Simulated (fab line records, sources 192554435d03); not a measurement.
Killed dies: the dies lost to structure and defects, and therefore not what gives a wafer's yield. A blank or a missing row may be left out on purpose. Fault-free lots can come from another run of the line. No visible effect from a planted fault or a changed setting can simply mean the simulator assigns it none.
Code-filled problem report in 8D (eight disciplines) form + flow n5-finfet + the parts of the form that need people (team, actions taken, sign-off) are left out

== 1. PROBLEM STATEMENT ==
At N5_BEOL_M9_EXPOSE_08, exposure-dose-mJ-cm2 averages 52.39 over 6 wafers from 2 lots, while fault-free wafers read 53.71, standard deviation 0.054. That puts it -25 standard deviations away from the usual mean.
The step: exposes mask M9.
Seen first at day 13 03:20 on arfi-scanner-02, wafer L655.4. The record holds 12 wafers of 4 lots with a number at this step. Rule for "out", or "out of limits": more than 4 standard deviations from the usual mean. Any other wafer with a number is counted as sound.

== 2. WHAT THIS IS AND IS NOT ==
| question                    | is                     | is not                                                             |
|-----------------------------|------------------------|--------------------------------------------------------------------|
| which readings at this step | exposure-dose-mJ-cm2   | -                                                                  |
| which lots                  | L655, L660             | L653, L668                                                         |
| which wafers of those lots  | all that have a number | -                                                                  |
| read on which tools         | arfi-scanner-02        | arfi-scanner-03                                                    |
| when                        | from day 13 03:20      | up to then (3 sound wafers); but 3 sound wafers of L668 came after |

== 3. WHAT RULES OUT EACH SUSPECT ==
Counting: a tool stays on the suspect list if, at a process step up to the reading, it processed all lots that are out and no sound lot following the first of them.
- arfi-scanner-02 at N5_BEOL_M9_EXPOSE_08 (exposes mask M9): kept. It ran every lot that is out, first L655 (day 13 03:20), and no sound lot after that; its last sound lot up to then is L653 (day 12 19:43). Its own exposure-dose-mJ-cm2 readings are out on those wafers.
The count leaves arfi-scanner-02 at N5_BEOL_M9_EXPOSE_08.

== 4. THE CAUSE (what the simulator had put in) ==
Process parameter drift: arfi-scanner-02, from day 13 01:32 on, at N5_BEOL_M9_EXPOSE_08. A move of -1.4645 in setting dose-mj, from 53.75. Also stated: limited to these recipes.
This tool alone remained once counting was done.

== 5. THE EFFECT CHAIN, in route order ==
Each row: a reading where the mean over the struck wafers with a number is more than 3 standard deviations away from the usual. Only readings whose record carries a usual standard deviation are examined. hours: median over the lots of the time between each lot's start at the first step of this table that gives one and its start at this step. sigmas: the change, counted in usual standard deviations.
| hours | step                 | reading              | usual | on struck wafers | change | sigmas |
|-------|----------------------|----------------------|-------|------------------|--------|--------|
| 0     | N5_BEOL_M9_EXPOSE_08 | exposure-dose-mJ-cm2 | 53.71 | 52.39            | -1.32  | -25    |
Here are the process steps it includes:
- N5_BEOL_M9_EXPOSE_08: exposes mask M9.

== 6. WHAT WOULD HAVE CAUGHT IT SOONER ==
In this record the first reading out of limits was taken at day 13 03:20, 2 hours after the fault began at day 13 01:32.
